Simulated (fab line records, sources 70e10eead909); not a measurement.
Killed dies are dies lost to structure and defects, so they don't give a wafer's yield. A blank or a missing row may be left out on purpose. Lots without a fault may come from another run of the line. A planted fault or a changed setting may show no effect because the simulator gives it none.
A struck lot beside a sound one | flow nand_harc | 14 steps out of a route of 1159
Sound: wafers L383.2, L383.5, L383.6. Struck: wafers L399.2, L399.4, L399.5. The cause comes at the end.
At each step with rows: each side's tool, then ch and its chambers, then its first start. Under that, the readings that differ: sound wafers | struck wafers | difference of the means | sigmas: that difference in standard deviations of wafers without a fault.
alike: readings whose means differ by less than 2 such deviations, and words and numbers that are the same on both sides. not compared: withheld readings, readings that some wafer has no value for, bounds like >300 that may hide the same value, and numbers for which the record gives no deviation and whose values overlap.
The two part at a step that has a row with sigmas, a row that says differs or no value, or rows on one side only. Numbers that don't overlap but have no deviation are shown without sigmas and don't part them. A reading that every wafer of one side lacks parts them only if that side has two wafers or more.

NHARC_A_STAIRCASE_STRIP_475: strips in O2, time 20 s.
  sound on rie_diel-06 ch 1,2,3; struck on rie_diel-05 ch 0,3
  reading      | sound          | struck         | difference | sigmas
  rf_vpp_V (V) | 59.3 57.6 59.7 | 57.6 56.5 56.3 | -2.1       | -2
  alike: drypump_motor_current_A, oes_product_au, showerhead_plenum_p_Torr, throttle_valve_pct
  not compared: rf_hours_counter_h
NHARC_A_STAIRCASE_DEP_471: deposits SiO2, target thk 100 nm.
  sound on pecvd-03 ch 0,1,2, day 14 18:58; struck on pecvd-04 ch 0,1,2, day 18 18:28
  alike: heater_power_outer_w, heater_power_w, throttle_valve_pct
  not compared: since_wet_clean_h
NHARC_A_STAIRCASE_CMP_472: polishes SiO2.
  sound on cmp-03 ch 0,2,3, day 14 19:19; struck on cmp-02 ch 0,1,2, day 18 18:46
  alike: motor_current_A
then, 1 step without rows for these wafers: NHARC_A_STAIRCASE_SRD_474.
NHARC_A_STAIRCASE_INSPECT_155:
  sound on defect_inspect-01, day 14 19:35; struck on defect_inspect-02, day 18 19:05
  alike: raw_defect_count
NHARC_A_SGD_CUT_DEP_00: deposits SiNx, target thk 50 nm.
  sound on pecvd-01 ch 0,2, day 14 19:43; struck on pecvd-02 ch 0,1,2, day 18 19:15
  alike: heater_power_outer_w, heater_power_w
  not compared: since_wet_clean_h
then, 5 steps without rows for these wafers: NHARC_A_SGD_CUT_DEHYDRATE_01 (time 120 s); NHARC_A_SGD_CUT_HMDS_02 (time 30 s); NHARC_A_SGD_CUT_COAT_56 (time 75 s); NHARC_A_SGD_CUT_COAT_57 (time 65 s); NHARC_A_SGD_CUT_COAT_03 (resist thk 90 nm).
NHARC_A_SGD_CUT_SOFTBAKE_04: time 55 s.
  sound on litho_track-01 ch 0, day 14 19:00; struck on litho_track-06 ch 0, day 18 19:00
  reading                  | sound                | struck               | difference | sigmas
  heater_power_total_W (W) | 188.52 188.64 188.30 | 181.21 180.98 181.09 | -7.39      | -57
then, 2 steps without rows for these wafers: NHARC_A_SGD_CUT_EBR_05; NHARC_END_SORT_01.

WHERE THEY PART
First at NHARC_A_STAIRCASE_STRIP_475; last, within this record, at NHARC_A_SGD_CUT_SOFTBAKE_04.

WHY: what the simulator had put in
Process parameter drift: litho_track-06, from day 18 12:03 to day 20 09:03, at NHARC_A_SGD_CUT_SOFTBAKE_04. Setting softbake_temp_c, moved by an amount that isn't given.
